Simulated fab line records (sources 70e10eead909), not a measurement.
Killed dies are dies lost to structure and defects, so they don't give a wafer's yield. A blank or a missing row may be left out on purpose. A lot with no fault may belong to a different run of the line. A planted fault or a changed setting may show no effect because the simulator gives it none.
Which tool was responsible?    flow nand-harc    33 wafers from 11 lots sampled at 6 of the route's 1302 steps

WHAT EACH GAUGE READ, for each wafer
NHARC_A_CHANNEL_HOLE_D2_INSPECT_40. Usual: 285 for raw-defect-count, sd 93.
lot   measured      on                 raw-defect-count  flag
L512  day 13 11:17  defect-inspect-02  310 303 293       
L515  day 15 02:25  defect-inspect-02  364 192 239       
L522  day 18 04:53  defect-inspect-01  770 505 869       OFF
L527  day 19 15:07  defect-inspect-01  285 208 193       
L528  day 20 09:48  defect-inspect-01  312 266 170       
L529  day 20 11:25  defect-inspect-01  377 451 273       
L531  day 21 05:19  defect-inspect-01  323 372 322       
L532  day 21 22:44  defect-inspect-02  209 212 243       
L533  day 22 16:42  defect-inspect-01  244 294 246       
L534  day 22 19:27  defect-inspect-02  223 302 250       
L535  day 22 20:52  defect-inspect-01  275 252 239       

NHARC_END_SORT_01. Usual: killed-at-array 59, standard deviation 20; killed-at-other 0.8, standard deviation 1.1; killed-at-periphery 5, standard deviation 3.1; killed-dies 64, standard deviation 21; killed-open 3.4, standard deviation 1.9; killed-short 2.3, standard deviation 1.7.
lot   measured      on         killed-at-array  killed-at-other  killed-at-periphery  killed-dies  killed-open  killed-short  flag
L522  day 29 02:28  prober-01  143 95 134       1 0 1            2 4 8                146 99 143   2 4 9        3 2 1         OFF

WHICH TOOL RAN EACH LOT (tool, then ch and the chambers of the sampled wafers, then the start)
lot   NHARC_A_CHANNEL_HOLE_D2_ETCH_38     NHARC_A_CHANNEL_HOLE_D2_ETCH_23   NHARC_A_CHANNEL_HOLE_D2_ETCH_26   NHARC_A_CHANNEL_HOLE_D2_PRECLEAN_29
L512  rie-diel-10 ch 0,2,3, day 13 01:21  har-etch-02 ch 0,1, day 13 07:00  har-etch-02 ch 0,1, day 13 09:15  wet-bench-05 ch 2,3,5, day 13 10:59
L515  rie-diel-12 ch 0,1, day 14 14:53    har-etch-02 ch 0, day 14 19:26    har-etch-02 ch 0, day 15 00:07    wet-bench-03 ch 3,4,6, day 15 02:06
L522  rie-diel-12 ch 0,2,3, day 17 16:13  har-etch-02 ch 0,1, day 18 00:44  har-etch-02 ch 0,1, day 18 03:00  wet-bench-06 ch 1,3,6, day 18 04:34
L527  rie-diel-10 ch 1,2, day 19 05:55    har-etch-02 ch 0, day 19 10:49    har-etch-02 ch 0, day 19 13:10    wet-bench-03 ch 0,1,2, day 19 14:47
L528  rie-diel-10 ch 0,1, day 20 01:20    har-etch-01 ch 0,1, day 20 05:30  har-etch-01 ch 0,1, day 20 07:52  wet-bench-05 ch 4,5,7, day 20 09:28
L529  rie-diel-12 ch 0,2,3, day 20 02:30  har-etch-02 ch 0,1, day 20 07:08  har-etch-02 ch 0,1, day 20 09:29  wet-bench-05 ch 1,4,7, day 20 11:05
L531  rie-diel-09 ch 0,1,3, day 20 21:11  har-etch-02 ch 0,1, day 21 01:02  har-etch-02 ch 0,1, day 21 03:23  wet-bench-06 ch 0,1,7, day 21 05:00
L532  rie-diel-10 ch 0,1,2, day 21 15:41  har-etch-02 ch 0, day 21 18:26    har-etch-02 ch 0, day 21 20:48    wet-bench-03 ch 2,3,5, day 21 22:24
L533  rie-diel-10 ch 0,1, day 22 06:32    har-etch-01 ch 0,1, day 22 12:40  har-etch-01 ch 0,1, day 22 14:50  wet-bench-06 ch 1,4,5, day 22 16:23
L534  rie-diel-10 ch 0,2,3, day 22 12:38  har-etch-02 ch 0,1, day 22 15:09  har-etch-02 ch 0,1, day 22 17:31  wet-bench-06 ch 3,6,7, day 22 19:07
L535  rie-diel-09 ch 2,3, day 22 13:05    har-etch-01 ch 0,1, day 22 16:35  har-etch-01 ch 0,1, day 22 18:56  wet-bench-06 ch 1,3,4, day 22 20:33
- NHARC_A_CHANNEL_HOLE_D2_ETCH_38: etches the open film in CF4, target depth 39 nm, time 65 s.
- NHARC_A_CHANNEL_HOLE_D2_ETCH_23: etches the open film in C4F8/O2/Ar, time 819 s, target depth 1600 nm.
- NHARC_A_CHANNEL_HOLE_D2_ETCH_26: etches the open film in C4F8/O2/Ar, time 224.1 s, target depth 300 nm.
- NHARC_A_CHANNEL_HOLE_D2_PRECLEAN_29: cleans in SC1.

AS READ BY THE TOOLS THEMSELVES (means over the sampled wafers that have a number; for cases with no such wafer, the mark the record gives instead)
NHARC_A_CHANNEL_HOLE_D2_ETCH_38. Usual: bias-w 100.0 W, standard deviation 0.31; drypump-motor-current-A 5.9 A, standard deviation 0.5; oes-product-au 1.003 a.u., standard deviation 0.012; rf-vpp-V 151.3 V, standard deviation 1.1; showerhead-plenum-p-Torr 1.77 Torr, standard deviation 0.053; throttle-valve-pct 13.284 %, standard deviation 0.0086.
lot   tool         bias-w (W)  drypump-motor-current-A (A)  oes-product-au (a.u.)  rf-vpp-V (V)  showerhead-plenum-p-Torr (Torr)  throttle-valve-pct (%)  flag
L512  rie-diel-10  99.7        6.4                          0.997                  152.0         1.79                             13.282                  
L515  rie-diel-12  99.9        6.2                          0.989                  149.6         1.70                             13.289                  
L522  rie-diel-12  100.0       5.9                          0.993                  151.6         1.79                             13.282                  
L527  rie-diel-10  99.8        6.4                          1.005                  152.1         1.73                             13.284                  
L528  rie-diel-10  99.8        6.2                          1.014                  151.5         1.81                             13.288                  
L529  rie-diel-12  100.2       5.9                          0.995                  151.3         1.79                             13.285                  
L531  rie-diel-09  99.9        5.5                          1.011                  150.8         1.77                             13.280                  
L532  rie-diel-10  100.0       6.3                          0.993                  152.1         1.77                             13.284                  
L533  rie-diel-10  99.9        6.1                          1.004                  151.8         1.77                             13.271                  
L534  rie-diel-10  99.8        6.4                          0.999                  152.5         1.78                             13.287                  
L535  rie-diel-09  100.3       5.6                          0.990                  151.7         1.80                             13.285                  

NHARC_A_CHANNEL_HOLE_D2_ETCH_23. Usual: drypump-motor-current-A 5.5 A, standard deviation 0.34; showerhead-plenum-p-Torr 3.69 Torr, standard deviation 0.11; temp-c -19.99 C, standard deviation 0.11; throttle-valve-pct 32.155 %, standard deviation 0.0095.
lot   tool         drypump-motor-current-A (A)  showerhead-plenum-p-Torr (Torr)  temp-c (C)  throttle-valve-pct (%)  flag
L512  har-etch-02  5.2                          3.57                             -20.01      32.151                  
L515  har-etch-02  5.8                          3.72                             -19.98      32.155                  
L522  har-etch-02  5.5                          3.78                             -19.94      32.160                  
L527  har-etch-02  5.8                          3.69                             -20.00      32.155                  
L528  har-etch-01  5.6                          3.64                             -20.12      32.148                  
L529  har-etch-02  5.5                          3.76                             -20.06      32.157                  
L531  har-etch-02  5.5                          3.75                             -20.03      32.154                  
L532  har-etch-02  5.8                          3.67                             -19.97      32.159                  
L533  har-etch-01  5.6                          3.63                             -19.93      32.154                  
L534  har-etch-02  5.2                          3.82                             -19.94      32.159                  
L535  har-etch-01  5.6                          3.62                             -19.98      32.151                  

NHARC_A_CHANNEL_HOLE_D2_ETCH_26. Usual: bias-v 300 V, standard deviation 3.1; drypump-motor-current-A 5.5 A, standard deviation 0.34; showerhead-plenum-p-Torr 3.74 Torr, standard deviation 0.11; temp-c -19.99 C, standard deviation 0.1; throttle-valve-pct 24.583 %, standard deviation 0.0089.
lot   tool         bias-v (V)  drypump-motor-current-A (A)  showerhead-plenum-p-Torr (Torr)  temp-c (C)  throttle-valve-pct (%)  flag
L512  har-etch-02  300         5.2                          3.61                             -19.98      24.589                  
L515  har-etch-02  296         5.8                          3.76                             -19.97      24.583                  
L522  har-etch-02  299         5.5                          3.82                             -20.03      24.585                  
L527  har-etch-02  302         5.8                          3.73                             -20.02      24.577                  
L528  har-etch-01  302         5.6                          3.68                             -20.03      24.597                  
L529  har-etch-02  300         5.5                          3.80                             -20.07      24.589                  
L531  har-etch-02  301         5.5                          3.80                             -20.04      24.582                  
L532  har-etch-02  301         5.8                          3.71                             -20.11      24.586                  
L533  har-etch-01  301         5.6                          3.67                             -19.95      24.576                  
L534  har-etch-02  296         5.2                          3.87                             -20.05      24.579                  
L535  har-etch-01  299         5.6                          3.66                             -19.90      24.575                  

NHARC_A_CHANNEL_HOLE_D2_PRECLEAN_29. Usual: 49.99 C for temp-c, sd 0.11.
lot   tool          temp-c (C)  flag
L512  wet-bench-05  50.03       
L515  wet-bench-03  49.98       
L522  wet-bench-06  49.89       
L527  wet-bench-03  50.00       
L528  wet-bench-05  49.92       
L529  wet-bench-05  50.09       
L531  wet-bench-06  50.05       
L532  wet-bench-03  50.07       
L533  wet-bench-06  50.05       
L534  wet-bench-06  50.12       
L535  wet-bench-06  49.91       

THE ANSWER, worked out from the rows above alone
Rule: lot off if the mean of its wafers having a number is beyond 3 standard deviations from the usual mean. Also off: a lot with no number at a reading for which 4 or more lots have one. All remaining lots with rows at the step are treated as sound. Order of review: gauges by route order, followed by the tools' own readings, for which a lot's mean as printed above is used. At the first step where some lot is off, the reading lying furthest off is the one used; lots without a number count as furthest.
Off: L522, at NHARC_A_CHANNEL_HOLE_D2_INSPECT_40 (raw-defect-count).
A tool fits if, at a process step before that reading, it ran every lot that is off, and no sound lot after the first of them. The gauges at NHARC_A_CHANNEL_HOLE_D2_INSPECT_40 aren't tried: what is off there is off at NHARC_END_SORT_01 too, on other tools, and a gauge's error can't cause that. Of those tried, none fits.

WHAT HAD BEEN PUT IN BY THE SIMULATOR
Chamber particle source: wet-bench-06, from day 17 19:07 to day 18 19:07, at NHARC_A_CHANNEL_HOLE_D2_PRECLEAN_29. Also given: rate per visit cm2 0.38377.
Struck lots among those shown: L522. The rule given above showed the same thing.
